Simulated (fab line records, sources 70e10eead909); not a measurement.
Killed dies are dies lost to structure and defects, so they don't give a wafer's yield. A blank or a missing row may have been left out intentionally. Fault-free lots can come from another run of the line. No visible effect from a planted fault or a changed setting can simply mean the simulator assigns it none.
fab line records	flow nandHarc	part 1 of 2: steps 1 to 25 of 34
record: lots: 5	wafers: 15	lastDay: 30
route steps=1302 shown P_CONTACT@241 P_M0@253
lots untouched by any fault: they come from a run of this same line in which no faults occurred
startH: the number of hours between the record's first day and the start of the first shown wafer of the lot	waitH: hours elapsed since this lot's preceding step	" the same as in the row above	L1.1+2: a single row standing in for several wafers	- value missing, or start not given	* or withheld: withheld	< > ~ a bound
route shown NAME@n: a module of which the file shows steps, and the number in the route of the first	usual: mean/standard deviation taken from wafers without a fault	same: alike in all rows	chamber/n: place in a boat	sites: per-site readings	_std_site: their standard deviation	_edge_site: inner sites' mean taken away from outer sites' mean	radiusMm: for every site, how far away it sits from the centre of the wafer	mask NAME#n: copy n	behind: the tool/chamber that last shaped the wafer	hold: what put the lot on hold/how long, in hours/how the hold closed	device: which transistor (n, p or np) failed to switch	end of line: tests of these same wafers at the route's end	where a step has no rows: the recipe by itself	killed: dies lost to structure and defects at the first sort, not the wafer's yield	map: shows each die of a wafer: x if killed, . if not, _ if none is there
set.NAME: the setting the step ran with; set.NAME@STEP: the setting that earlier step ran with	model.NAME: the simulator's own value behind a step, which no gauge read
certain route steps with their lots: each step a table, each wafer a row
services: a tool's chamber out of use, with start hour (startH, from the record's first day; less than 0 if before it), hours out, and reason
== steps ==
step: NHARC_P_CONTACT_CD_MEAS_19
usual: cdNm: 89.7/1.6
lot.wafer	tool	chamber	startH	waitH	cdNm
L076.1	cdSem-02	-	113.31	-	91.6
L076.3	"	-	"	"	90.8
L076.6	"	-	"	"	89.4
L078.2	cdSem-02	-	134.73	-	90.8
L078.3	"	-	"	"	92.0
L078.5	"	-	"	"	91.6
L087.4	cdSem-03	-	224.03	-	88.9
L087.5	"	-	"	"	90.2
L087.6	"	-	"	"	86.9
L091.2	cdSem-02	-	272.32	-	91.0
L091.3	"	-	"	"	89.9
L091.4	"	-	"	"	89.4
L092.1	cdSem-02	-	277.34	-	88.9
L092.2	"	-	"	"	90.4
L092.4	"	-	"	"	89.2
step: NHARC_P_CONTACT_STRIP_28
recipe: o2FlowSccm: 500	arFlowSccm: 0	biasW: 0	chemistry: O2
usual: drypumpMotorCurrentA: 5.5/0.48	oesProductAu: 0.998/0.011	rfVppV: 57.7/0.82	showerheadPlenumPTorr: 3.47/0.15	throttleValvePct: 17.037/0.0087
lot.wafer	tool	chamber	startH	waitH	drypumpMotorCurrentA	oesProductAu	rfHoursCounterH	rfVppV	showerheadPlenumPTorr	throttleValvePct
L076.3	rieDiel-13	3	113.39	0.1	5.2	0.992	4.7	58.0	3.38	17.028
L076.1	"	2	"	"	6.2	0.992	4.8	56.7	3.64	17.045
L076.6	"	0	"	"	5.8	1.000	-	58.1	3.39	17.034
L078.2	rieDiel-13	3	134.83	0.1	5.2	0.998	5.0	57.7	3.38	17.041
L078.3	"	0	"	"	5.9	0.976	-	58.1	3.39	17.015
L078.5	"	0	"	"	5.8	0.983	-	56.9	3.39	17.047
L087.4	rieDiel-13	2	224.16	0.1	6.2	1.002	-	57.6	3.64	17.025
L087.5	"	0	"	"	5.8	1.018	-	58.6	3.39	17.044
L087.6	"	1	"	"	6.3	1.001	-	56.6	3.35	17.040
L091.4	rieDiel-11	2	272.39	0.1	4.7	0.986	0.5	57.9	3.31	17.030
L091.3	"	3	"	"	4.7	0.986	0.4	57.2	3.31	17.032
L091.2	"	1	"	"	5.8	0.992	0.6	59.2	3.63	17.028
L092.2	rieDiel-11	0	277.43	0.1	5.4	0.984	0.5	57.3	3.73	17.030
L092.1	"	1	"	"	5.8	0.992	0.6	57.1	3.63	17.038
L092.4	"	2	"	"	4.7	1.000	0.5	58.0	3.31	17.029
step: NHARC_P_CONTACT_STRIP_29
recipe: timeS: 1200	tempC: 72.5	chemistry: postEtchResidueRemover
usual: bathHeatDutyPct: 14.3/1.6	tempC: 72.48/0.12
lot.wafer	tool	chamber	startH	waitH	bathHeatDutyPct	tempC
L076.3	wetBench-05	2	113.57	-	14.7	72.65
L076.1	"	5	"	"	16.8	72.42
L076.6	"	6	"	"	11.4	72.45
L078.2	wetBench-09	6	135.09	0.2	15.6	72.54
L078.5	"	7	"	"	14.6	72.58
L078.3	"	0	"	"	17.2	72.42
L087.6	wetBench-04	2	224.31	0.1	13.5	72.32
L087.5	"	5	"	"	16.3	72.21
L087.4	"	6	"	"	14.2	72.56
L091.3	wetBench-04	1	272.60	-	13.4	72.43
L091.2	"	2	"	"	13.4	72.55
L091.4	"	3	"	"	15.5	72.34
L092.2	wetBench-04	1	277.63	-	14.1	72.50
L092.1	"	2	"	"	12.7	72.62
L092.4	"	3	"	"	15.5	72.40
step: NHARC_P_CONTACT_DEGAS_38
recipe: tempC: 300	timeS: 60
usual: heaterPowerW: 440/46
lot.wafer	tool	chamber	startH	waitH	heaterPowerW
L076.1	pvdSputter-02	-	114.02	-	423
L076.3	"	-	"	"	524
L076.6	"	-	"	"	428
L078.3	pvdSputter-01	-	135.55	-	432
L078.2	"	-	"	"	403
L078.5	"	-	"	"	380
L087.4	pvdSputter-01	-	224.78	-	504
L087.5	"	-	"	"	425
L087.6	"	-	"	"	406
L091.4	pvdSputter-03	-	273.04	-	469
L091.2	"	-	"	"	435
L091.3	"	-	"	"	418
L092.1	pvdSputter-03	-	278.05	-	411
L092.4	"	-	"	"	466
L092.2	"	-	"	"	432
step: NHARC_P_CONTACT_PRE_CLEAN_39
recipe: timeS: 19.5	biasV: 250	gas: Ar
lot.wafer	tool	chamber	startH	waitH
L076.3+1+6	pvdSputter-02	-	-	-
L078.3+2+5	pvdSputter-01	-	-	-
L087.4+5+6	pvdSputter-01	-	-	-
L091.3+4+2	pvdSputter-03	-	-	-
L092.1+4+2	pvdSputter-03	-	-	-
step: NHARC_P_CONTACT_PVD_32
recipe: targetThkA: 50	chamberPressurePa: 5	powerW: 5000	substrateTempC: 200	timeS: 17.7	material: Ti
usual: throttleValvePct: 30.6/1.2
lot.wafer	tool	chamber	startH	waitH	throttleValvePct
L076.3	pvdSputter-02	-	-	-	31.4
L076.1	"	-	"	"	30.5
L076.6	"	-	"	"	31.4
L078.3	pvdSputter-01	-	-	-	29.3
L078.2	"	-	"	"	30.6
L078.5	"	-	"	"	29.3
L087.4	pvdSputter-01	-	-	-	30.2
L087.6	"	-	"	"	29.5
L087.5	"	-	"	"	29.8
L091.2	pvdSputter-03	-	-	-	31.4
L091.3	"	-	"	"	31.6
L091.4	"	-	"	"	29.2
L092.1	pvdSputter-03	-	-	-	31.7
L092.2	"	-	"	"	29.2
L092.4	"	-	"	"	31.6
step: NHARC_P_CONTACT_ALD_22
recipe: targetThkA: 30	pulseTimeS: 1	aldCycles: 150	tempC: 450	material: TiN
usual: heaterPowerW: 1091/91	precursorPulseHeightRel: 1.000/0.02
lot.wafer	tool	chamber	startH	waitH	heaterPowerW	precursorPulseHeightRel
L076.3	aldMetal-03	2	114.26	-	1229	0.976
L076.1	"	1	"	"	1156	0.987
L076.6	"	3	"	"	945	1.013
L078.2	aldMetal-03	1	135.78	-	1151	0.973
L078.3	"	3	"	"	933	0.988
L078.5	"	1	"	"	1154	0.984
L087.4	aldMetal-04	1	225.03	-	1062	1.025
L087.6	"	0	"	"	944	0.997
L087.5	"	1	"	"	1083	1.002
L091.2	aldMetal-01	0	273.30	-	1210	1.000
L091.4	"	1	"	"	1151	0.998
L091.3	"	2	"	"	1110	0.999
L092.2	aldMetal-01	1	278.29	-	1097	0.995
L092.4	"	3	"	"	994	1.001
L092.1	"	0	"	"	1229	1.026
step: NHARC_P_CONTACT_CVD_23
recipe: targetThkA: 2000	tempC: 300	pressureTorr: 40	wf6FlowSccm: 40	h2FlowSccm: 1600	arFlowSccm: 1560	timeS: 557	material: W
usual: heaterPowerW: 434/24	throttleValvePct: 7.86/0.26
lot.wafer	tool	chamber	startH	waitH	heaterPowerW	throttleValvePct
L076.1	cvdW-02	0	-	-	395	8.06
L076.3	"	0	"	"	400	7.71
L076.6	"	1	"	"	452	7.82
L078.2	cvdW-02	0	-	-	388	7.77
L078.3	"	0	"	"	381	7.93
L078.5	"	1	"	"	437	7.92
L087.4	cvdW-01	1	-	-	450	7.56
L087.6	"	0	"	"	446	7.93
L087.5	"	1	"	"	454	7.71
L091.2	cvdW-02	1	-	-	431	7.76
L091.3	"	1	"	"	425	8.06
L091.4	"	0	"	"	413	8.18
L092.2	cvdW-01	1	-	-	443	7.70
L092.1	"	0	"	"	461	7.62
L092.4	"	0	"	"	459	8.06
step: NHARC_P_CONTACT_CMP_24
recipe: tOverpolishS: 30	targetThkNm: 200
usual: motorCurrentA: 11.8/1.5	overpolishRunS: 30.000/0.0086	timeToEndpointS: 39.2/2.8
lot.wafer	tool	chamber	startH	waitH	motorCurrentA	overpolishRunS	timeToEndpointS
L076.1	cmp-04	1	115.11	0.5	12.5	30.012	33.5
L076.3	"	3	"	"	14.9	30.004	32.8
L076.6	"	2	"	"	10.1	29.996	40.5
L078.2	cmp-01	3	136.65	0.6	13.6	29.995	45.6
L078.3	"	0	"	"	11.3	29.998	43.2
L078.5	"	3	"	"	14.1	30.001	43.6
L087.4	cmp-04	1	225.85	0.3	12.5	30.010	42.1
L087.5	"	1	"	"	11.5	29.993	39.2
L087.6	"	2	"	"	10.3	29.996	44.5
L091.3	cmp-04	3	274.15	0.4	14.3	29.992	37.2
L091.4	"	1	"	"	11.9	29.995	39.7
L091.2	"	2	"	"	10.3	29.992	41.6
L092.1	cmp-04	0	279.14	0.5	11.1	30.012	38.1
L092.4	"	1	"	"	12.3	30.009	36.7
L092.2	"	2	"	"	9.3	30.004	42.4
step: NHARC_P_CONTACT_SRD_26
lot.wafer	tool	chamber	startH	waitH
L076.6+1+3	wetBench-05	3,5,6	115.43	0.0
L078.2+3+5	wetBench-09	6,0,1	136.95	0.0
L087.6+4+5	wetBench-04	1,4,5	226.17	0.0
L091.2+4+3	wetBench-09	4,5,7	274.48	0.0
L092.4+1+2	wetBench-05	4,6,7	279.47	0.0
step: NHARC_P_CONTACT_INSPECT_27
usual: rawDefectCount: 282/120
lot.wafer	tool	chamber	startH	waitH	rawDefectCount
L076.1	defectInspect-01	-	115.51	0.1	213
L076.3	"	-	"	"	343
L076.6	"	-	"	"	254
L078.2	defectInspect-02	-	137.03	0.1	463
L078.3	"	-	"	"	226
L078.5	"	-	"	"	274
L087.4	defectInspect-02	-	226.25	0.1	270
L087.5	"	-	"	"	329
L087.6	"	-	"	"	298
L091.2	defectInspect-01	-	274.55	0.1	240
L091.3	"	-	"	"	287
L091.4	"	-	"	"	282
L092.1	defectInspect-02	-	279.55	0.1	548
L092.2	"	-	"	"	283
L092.4	"	-	"	"	316
step: NHARC_P_M0_DEP_00
recipe: targetThkA: 1500	targetThkNm: 150	tempC: withheld	pressureTorr: 5	flowSccm: 200	rfW: 600	material: SiOC
lot.wafer	tool	chamber	startH	waitH
L076.1+3+6	pecvd-04	1,0,2	115.57	0.1
L078.2+3+5	pecvd-02	1,2,2	137.14	0.1
L087.5+4+6	pecvd-02	1,2,0	226.45	0.2
L091.2+3+4	pecvd-02	2,0,0	274.66	0.1
L092.1+2+4	pecvd-03	0,2,1	279.62	0.1
step: NHARC_P_M0_DEHYDRATE_01
recipe: tempC: 150	timeS: 120
usual: resistLineTempC: 22.99/0.11
lot.wafer	tool	chamber	startH	waitH	resistLineTempC
L076.1	lithoTrack-04	0	115.98	-	22.98
L076.3	"	0	"	"	23.06
L076.6	"	0	"	"	22.98
L078.2	lithoTrack-04	0	137.50	-	23.13
L078.3	"	0	"	"	23.15
L078.5	"	0	"	"	23.16
L087.4	lithoTrack-04	0	226.73	-	23.17
L087.5	"	0	"	"	22.92
L087.6	"	0	"	"	22.86
L091.2	lithoTrack-06	0	275.02	-	22.82
L091.3	"	0	"	"	22.89
L091.4	"	0	"	"	22.78
L092.1	lithoTrack-01	0	280.02	-	23.06
L092.2	"	0	"	"	23.00
L092.4	"	0	"	"	22.94
step: NHARC_P_M0_HMDS_02
recipe: timeS: 30
usual: resistLineTempC: 23.02/0.096
lot.wafer	tool	chamber	startH	waitH	resistLineTempC
L076.1	lithoTrack-04	0	-	-	23.10
L076.3	"	0	"	"	22.96
L076.6	"	0	"	"	22.92
L078.2	lithoTrack-04	0	-	-	23.08
L078.3	"	0	"	"	23.09
L078.5	"	0	"	"	22.98
L087.4	lithoTrack-04	0	-	-	23.07
L087.5	"	0	"	"	23.13
L087.6	"	0	"	"	23.03
L091.2	lithoTrack-06	0	-	-	23.10
L091.3	"	0	"	"	22.79
L091.4	"	0	"	"	22.86
L092.1	lithoTrack-01	0	-	-	23.11
L092.2	"	0	"	"	22.90
L092.4	"	0	"	"	23.12
step: NHARC_P_M0_COAT_33
recipe: tempC: 200	timeS: 65
usual: resistLineTempC: 23.00/0.092
lot.wafer	tool	chamber	startH	waitH	resistLineTempC
L076.1	lithoTrack-04	0	-	-	22.97
L076.3	"	0	"	"	22.86
L076.6	"	0	"	"	22.96
L078.2	lithoTrack-04	0	-	-	22.99
L078.3	"	0	"	"	23.02
L078.5	"	0	"	"	23.00
L087.4	lithoTrack-04	0	-	-	22.87
L087.5	"	0	"	"	22.92
L087.6	"	0	"	"	22.80
L091.2	lithoTrack-06	0	-	-	23.06
L091.3	"	0	"	"	22.89
L091.4	"	0	"	"	23.07
L092.1	lithoTrack-01	0	-	-	22.99
L092.2	"	0	"	"	23.06
L092.4	"	0	"	"	23.02
step: NHARC_P_M0_COAT_03
recipe: spinRpm: 1500	resistThkNm: 90
usual: resistLineTempC: 23.02/0.094
lot.wafer	tool	chamber	startH	waitH	resistLineTempC
L076.1	lithoTrack-04	0	-	-	22.78
L076.3	"	0	"	"	22.89
L076.6	"	0	"	"	22.93
L078.2	lithoTrack-04	0	-	-	22.96
L078.3	"	0	"	"	22.81
L078.5	"	0	"	"	22.87
L087.4	lithoTrack-04	0	-	-	22.98
L087.5	"	0	"	"	22.91
L087.6	"	0	"	"	22.93
L091.2	lithoTrack-06	0	-	-	23.04
L091.3	"	0	"	"	23.05
L091.4	"	0	"	"	23.04
L092.1	lithoTrack-01	0	-	-	23.04
L092.2	"	0	"	"	22.97
L092.4	"	0	"	"	22.84
step: NHARC_P_M0_SOFTBAKE_04
recipe: tempC: 105	timeS: 55
usual: resistLineTempC: 23.01/0.11
lot.wafer	tool	chamber	startH	waitH	resistLineTempC
L076.1	lithoTrack-04	0	-	-	22.88
L076.3	"	0	"	"	22.89
L076.6	"	0	"	"	23.06
L078.2	lithoTrack-04	0	-	-	22.97
L078.3	"	0	"	"	23.09
L078.5	"	0	"	"	22.95
L087.4	lithoTrack-04	0	-	-	23.09
L087.5	"	0	"	"	23.09
L087.6	"	0	"	"	23.13
L091.2	lithoTrack-06	0	-	-	23.01
L091.3	"	0	"	"	23.00
L091.4	"	0	"	"	23.01
L092.1	lithoTrack-01	0	-	-	22.96
L092.2	"	0	"	"	23.10
L092.4	"	0	"	"	23.18
step: NHARC_P_M0_EBR_05
usual: resistLineTempC: 23.02/0.1
lot.wafer	tool	chamber	startH	waitH	resistLineTempC
L076.1	lithoTrack-04	0	-	-	22.86
L076.3	"	0	"	"	22.94
L076.6	"	0	"	"	22.95
L078.2	lithoTrack-04	0	-	-	23.21
L078.3	"	0	"	"	22.80
L078.5	"	0	"	"	22.75
L087.4	lithoTrack-04	0	-	-	23.01
L087.5	"	0	"	"	22.86
L087.6	"	0	"	"	22.85
L091.2	lithoTrack-06	0	-	-	23.02
L091.3	"	0	"	"	22.85
L091.4	"	0	"	"	22.98
L092.1	lithoTrack-01	0	-	-	23.05
L092.2	"	0	"	"	22.99
L092.4	"	0	"	"	23.01
step: NHARC_P_M0_EXPOSE_06
recipe: na: 1.35	targetCdNm: 90	doseMj: 81.28	maskId: P_M0
lot.wafer	tool	chamber	startH	waitH	mask
L076.1+3+6	arfiScanner-01	0	116.28	-	P_M0#0
L078.2+3+5	arfiScanner-03	0	137.79	-	P_M0#0
L087.4+5+6	arfiScanner-01	0	226.90	-	P_M0#0
L091.2+3+4	arfiScanner-01	0	275.19	-	P_M0#0
L092.1+2+4	arfiScanner-03	0	280.31	-	P_M0#0
step: NHARC_P_M0_PEB_07
recipe: pebTempC: 100	pebTimeS: 65
usual: resistLineTempC: 23.00/0.11
lot.wafer	tool	chamber	startH	waitH	resistLineTempC
L076.1	lithoTrack-01	0	116.34	0.1	22.85
L076.3	"	0	"	"	22.87
L076.6	"	0	"	"	22.87
L078.2	lithoTrack-06	0	137.85	0.1	23.14
L078.3	"	0	"	"	23.04
L078.5	"	0	"	"	22.92
L087.4	lithoTrack-01	0	226.95	0.0	22.99
L087.5	"	0	"	"	22.89
L087.6	"	0	"	"	22.94
L091.2	lithoTrack-01	0	275.25	0.1	22.88
L091.3	"	0	"	"	23.02
L091.4	"	0	"	"	23.12
L092.1	lithoTrack-04	0	280.37	0.1	22.85
L092.2	"	0	"	"	23.03
L092.4	"	0	"	"	23.00
step: NHARC_P_M0_DEVELOP_08
recipe: developTimeS: 35	devTempC: 23
usual: resistLineTempC: 23.01/0.1
lot.wafer	tool	chamber	startH	waitH	resistLineTempC
L076.1	lithoTrack-01	0	-	-	23.07
L076.3	"	0	"	"	23.23
L076.6	"	0	"	"	23.17
L078.2	lithoTrack-06	0	-	-	23.03
L078.3	"	0	"	"	22.94
L078.5	"	0	"	"	22.99
L087.4	lithoTrack-01	0	-	-	22.78
L087.5	"	0	"	"	22.93
L087.6	"	0	"	"	22.72
L091.2	lithoTrack-01	0	-	-	23.11
L091.3	"	0	"	"	23.00
L091.4	"	0	"	"	23.06
L092.1	lithoTrack-04	0	-	-	23.02
L092.2	"	0	"	"	22.91
L092.4	"	0	"	"	22.86
step: NHARC_P_M0_CD_MEAS_09
recipe: targetCdNm: 90	landingEnergyEv: 500
usual: cdNm: 89.6/0.56
lot.wafer	tool	chamber	startH	waitH	cdNm
L076.1	cdSem-01	0	116.42	-	91.2
L076.3	"	0	"	"	89.6
L076.6	"	0	"	"	90.6
L078.2	cdSem-03	0	137.93	-	89.1
L078.3	"	0	"	"	89.9
L078.5	"	0	"	"	89.0
L087.4	cdSem-01	0	227.03	-	89.7
L087.5	"	0	"	"	89.3
L087.6	"	0	"	"	89.4
L091.2	cdSem-02	0	275.33	-	89.0
L091.3	"	0	"	"	89.3
L091.4	"	0	"	"	90.6
L092.1	cdSem-01	0	280.45	-	90.0
L092.2	"	0	"	"	89.1
L092.4	"	0	"	"	89.6
step: NHARC_P_M0_OVL_MEAS_10
recipe: pitchNm: 180
usual: overlayXNm: -0.1/0.82	overlayYNm: -0.3/1.1
lot.wafer	tool	chamber	startH	waitH	overlayXNm	overlayYNm
L076.1	overlay-02	-	116.51	-	-1.4	-0.1
L076.3	"	-	"	"	-1.1	0.0
L076.6	"	-	"	"	-1.3	0.5
L078.2	overlay-01	-	138.01	-	-0.5	0.0
L078.3	"	-	"	"	-0.1	0.3
L078.5	"	-	"	"	0.2	0.0
L087.4	overlay-02	-	227.12	-	0.0	-0.2
L087.5	"	-	"	"	1.3	0.2
L087.6	"	-	"	"	0.5	0.6
L091.2	overlay-01	-	275.41	-	-0.2	-1.8
L091.3	"	-	"	"	0.4	-1.2
L091.4	"	-	"	"	0.3	-1.6
L092.1	overlay-02	-	280.54	-	0.3	-0.5
L092.2	"	-	"	"	0.3	-1.1
L092.4	"	-	"	"	0.4	-0.8
step: NHARC_P_M0_INSPECT_11
usual: rawDefectCount: 4.5/2.5
lot.wafer	tool	chamber	startH	waitH	rawDefectCount
L076.1	defectInspect-02	-	116.54	0.0	8
L076.3	"	-	"	"	8
L076.6	"	-	"	"	4
L078.2	defectInspect-02	-	138.05	0.0	3
L078.3	"	-	"	"	3
L078.5	"	-	"	"	6
L087.4	defectInspect-01	-	227.15	0.0	3
L087.5	"	-	"	"	4
L087.6	"	-	"	"	2
L091.2	defectInspect-02	-	275.45	0.0	6
L091.3	"	-	"	"	4
L091.4	"	-	"	"	2
L092.1	defectInspect-02	-	280.57	0.0	4
L092.2	"	-	"	"	6
L092.4	"	-	"	"	3
step: NHARC_P_M0_DESCUM_14
recipe: timeS: 3	o2FlowSccm: 200	arFlowSccm: 0	biasPowerW: 0	chemistry: O2
usual: drypumpMotorCurrentA: 5.7/0.41	oesProductAu: 1.001/0.0086	rfVppV: 57.5/0.87	showerheadPlenumPTorr: 1.87/0.078	throttleValvePct: 11.312/0.009
lot.wafer	tool	chamber	startH	waitH	drypumpMotorCurrentA	oesProductAu	rfHoursCounterH	rfVppV	showerheadPlenumPTorr	throttleValvePct
L076.3	rieDiel-02	1	116.61	0.1	6.2	0.997	10	58.4	1.87	11.309
L076.1	"	2	"	"	5.4	1.002	11	56.4	1.85	11.316
L076.6	"	1	"	"	6.2	0.994	-	56.9	1.87	11.301
L078.3	rieDiel-02	3	138.11	0.1	5.9	0.991	12	56.7	1.87	11.325
L078.2	"	1	"	"	6.2	0.993	14	56.1	1.86	11.310
L078.5	"	0	"	"	5.7	0.996	-	56.1	1.79	11.317
L087.4	rieDiel-02	0	227.24	0.1	5.7	1.005	4	57.0	1.78	11.310
L087.5	"	1	"	"	6.2	1.010	-	58.7	1.86	11.310
L087.6	"	2	"	"	5.4	1.012	-	58.2	1.84	11.318
L091.2	rieDiel-02	1	275.51	0.1	6.2	1.001	12	55.4	1.86	11.290
L091.4	"	2	"	"	5.5	0.993	14	57.2	1.84	11.312
L091.3	"	3	"	"	5.9	1.000	16	56.5	1.86	11.318
L092.1	rieDiel-02	0	280.64	0.1	5.7	0.994	16	55.8	1.78	11.303
L092.4	"	2	"	"	5.4	0.990	15	57.8	1.84	11.306
L092.2	"	3	"	"	5.9	0.999	17	57.8	1.86	11.309
